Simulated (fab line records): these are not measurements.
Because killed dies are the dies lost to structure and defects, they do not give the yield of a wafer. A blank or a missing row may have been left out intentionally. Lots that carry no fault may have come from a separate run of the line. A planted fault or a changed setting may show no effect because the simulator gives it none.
Problem report in the 8D (eight disciplines) form, filled by code | flow n5-finfet | the parts of the form that need people (team, actions taken, sign-off) are left out

## 1. THE ISSUE
N5_BEOL_M4_CO_CAP_55, run-length-s: mean 216.0 s over 1 wafer from 1 lot; wafers with no fault: 124.8 s, standard deviation 0.44. So: +99 or more standard deviations from the usual mean.
The step: material Co, precursor CCTBA/H2, target thk 2 nm, time 102.1 s.
First observed at day 13 16:32: wafer L598.1, on cvd-co-02. The record holds 14 wafers of 5 lots with a number at this step. Rule for "out" (also "out of limits"): further than 4 standard deviations from the usual mean. The other wafers with a number count as sound.

## 2. WHAT IT IS AND WHAT IT IS NOT
question                    | is                | is not
which readings at this step | run-length-s      | heater-power-w
which lots                  | L598              | L585, L586, L588, L596
which wafers of those lots  | L598.1            | L598.3
read on which tools         | cvd-co-02         | -
when                        | from day 13 16:32 | up to then (13 sound wafers)

## 3. SUSPECTS, AND WHAT RULES EACH OUT
Counting: a tool at a process step up to the reading stays a suspect if it ran every lot that is out. Sound lots after the first of them don't rule it out here, since some wafers of a struck lot are sound.
- pvd-sputter-01 at N5_BEOL_M4_SPUTTER_90 (material Cu, target thk 4.5 nm, time 8.29 s): kept. The lot that is out, L598, ran on it at day 13 15:01; the last sound lot it ran before that was L596, at day 13 09:40.
- pvd-sputter-01 at N5_BEOL_M4_ANNEAL_91 (time 240 s): kept. The lot that is out, L598, ran on it at day 13 15:06; the last sound lot it ran before that was L596, at day 13 09:45.
- pvd-sputter-01 at N5_BEOL_M4_SPUTTER_92 (material Cu, target thk 4.5 nm, time 8.29 s): kept. The lot that is out, L598, ran on it at day 13 15:14; the last sound lot it ran before that was L596, at day 13 09:53.
- pvd-sputter-01 at N5_BEOL_M4_SPUTTER_94 (material Cu, target thk 4.5 nm, time 8.29 s): kept. The lot that is out, L598, ran on it at day 13 15:28; the last sound lot it ran before that was L596, at day 13 10:07.
- pvd-sputter-01 at N5_BEOL_M4_SPUTTER_96 (material Cu, target thk 4.5 nm, time 8.29 s): kept. The lot that is out, L598, ran on it at day 13 15:41; the last sound lot it ran before that was L596, at day 13 10:20.
- cvd-co-02 at N5_BEOL_M4_CO_CAP_55 (material Co, precursor CCTBA/H2, target thk 2 nm, time 102.1 s): kept. The lot that is out, L598, ran on it at day 13 16:32; the last sound lot it ran before that was L596, at day 13 11:13. Its own run-length-s readings are out on those wafers.
- Within cvd-co-02 at N5_BEOL_M4_CO_CAP_55: the wafers that are out ran in chamber 0; their sound lot-mates ran in chamber 1.
Left after counting: pvd-sputter-01 at N5_BEOL_M4_SPUTTER_90, pvd-sputter-01 at N5_BEOL_M4_ANNEAL_91, pvd-sputter-01 at N5_BEOL_M4_SPUTTER_92, pvd-sputter-01 at N5_BEOL_M4_SPUTTER_94, pvd-sputter-01 at N5_BEOL_M4_SPUTTER_96, cvd-co-02 at N5_BEOL_M4_CO_CAP_55.

## 4. THE CAUSE (what the simulator had put in)
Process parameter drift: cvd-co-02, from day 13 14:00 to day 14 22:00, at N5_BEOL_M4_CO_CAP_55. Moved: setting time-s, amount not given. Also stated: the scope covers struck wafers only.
Counting left 6 suspects, and this tool is among them.

## 5. THE CHAIN OF EFFECTS, in route order
Rows list readings where the struck wafers' mean (over those with a number) sits beyond 3 standard deviations from the usual. Readings are gone through only where the record gives a usual standard deviation; hours: the median, over the lots, of the time from a lot's start at the first step in this table giving one to that lot's start at this step; sigmas: the change measured in usual standard deviations.
hours | step                 | reading      | usual   | on struck wafers | change | sigmas
0     | N5_BEOL_M4_CO_CAP_55 | run-length-s | 124.8 s | 216.0            | +91.2  | +99 or more
Here are the process steps it includes:
- N5_BEOL_M4_CO_CAP_55: material Co, precursor CCTBA/H2, target thk 2 nm, time 102.1 s.
Later steps that measure or inspect, where all struck wafers having a row at the step show a number for every such reading and not one has moved that far: N5_BEOL_M4_RC_MEAS_101.

## 6. WHAT WOULD HAVE CAUGHT IT SOONER
In this record the first reading out of limits was taken at day 13 16:32, 3 hours after the fault began at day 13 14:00.
